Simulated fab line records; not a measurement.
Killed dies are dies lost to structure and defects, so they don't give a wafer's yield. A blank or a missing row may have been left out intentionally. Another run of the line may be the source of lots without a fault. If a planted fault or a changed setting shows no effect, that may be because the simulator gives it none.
Which tool was responsible? + flow nand_harc + 42 wafers sampled from 14 lots at 1 step of a route of 1302

== WHAT THE GAUGES READ, wafer by wafer ==
NHARC_A_SLIT_CD_MEAS_21.
| lot  | measured     | on        | cd_nm (nm)        |
|------|--------------|-----------|-------------------|
| L427 | day 20 16:30 | cd_sem-02 | 289.5 290.1 289.7 |
| L431 | day 21 21:31 | cd_sem-01 | 288.8 288.7 289.4 |
| L433 | day 22 18:51 | cd_sem-01 | 289.8 290.2 290.4 |
| L434 | day 23 01:59 | cd_sem-03 | 289.7 291.0 290.0 |
| L437 | day 24 14:18 | cd_sem-03 | 290.5 290.6 289.9 |
| L435 | day 24 14:35 | cd_sem-01 | 289.7 289.2 289.6 |
| L440 | day 24 22:24 | cd_sem-02 | 289.1 289.4 290.0 |
| L436 | day 24 22:44 | cd_sem-03 | 290.3 290.1 289.6 |
| L438 | day 25 02:14 | cd_sem-03 | 289.8 289.4 289.7 |
| L439 | day 25 09:53 | cd_sem-01 | 290.2 290.3 290.1 |
| L441 | day 25 11:28 | cd_sem-02 | 290.6 290.3 290.4 |
| L447 | day 28 10:28 | cd_sem-01 | 289.5 290.2 289.4 |
| L449 | day 29 03:28 | cd_sem-03 | 289.4 289.8 290.1 |
| L448 | day 29 16:20 | cd_sem-03 | 289.4 290.1 289.7 |

== WHAT TOOL EACH LOT RAN ON (gives the tool, then ch and the chambers of the sampled wafers, and finally the start) ==
Record: no process step prior to these readings.

== WHAT THE TOOLS THEMSELVES READ (means of the sampled wafers that have a number; where no wafer has one, the mark that the record gives instead) ==
The record holds no such reading with a usual standard deviation.

== THE ANSWER, worked out from the rows above alone ==
Rule: the usual values come from the lots themselves. Put in order of their means at a reading, lots are off if they are a third of the lots or fewer, leave a main group of 4 or more, and stand apart from it by a gap of 3 or more times the standard deviation of the main group's means; of several such gaps the widest counts. A main group whose means are all the same, to the digits that the tables above print for the reading, isn't used. A lot without any number at a reading at which 4 lots or more have one is off too. Where the step has rows for the other lots, those lots are counted as sound. After the gauges, taken in route order, come the tools' own readings; for these a lot's mean is taken, as printed above. At the first step where some lot is off, the reading lying furthest off is the one used; lots without a number count as furthest.
Across all readings shown, no lot is off: no conclusion can be drawn from this.

== WHAT WAS PUT IN BY THE SIMULATOR ==
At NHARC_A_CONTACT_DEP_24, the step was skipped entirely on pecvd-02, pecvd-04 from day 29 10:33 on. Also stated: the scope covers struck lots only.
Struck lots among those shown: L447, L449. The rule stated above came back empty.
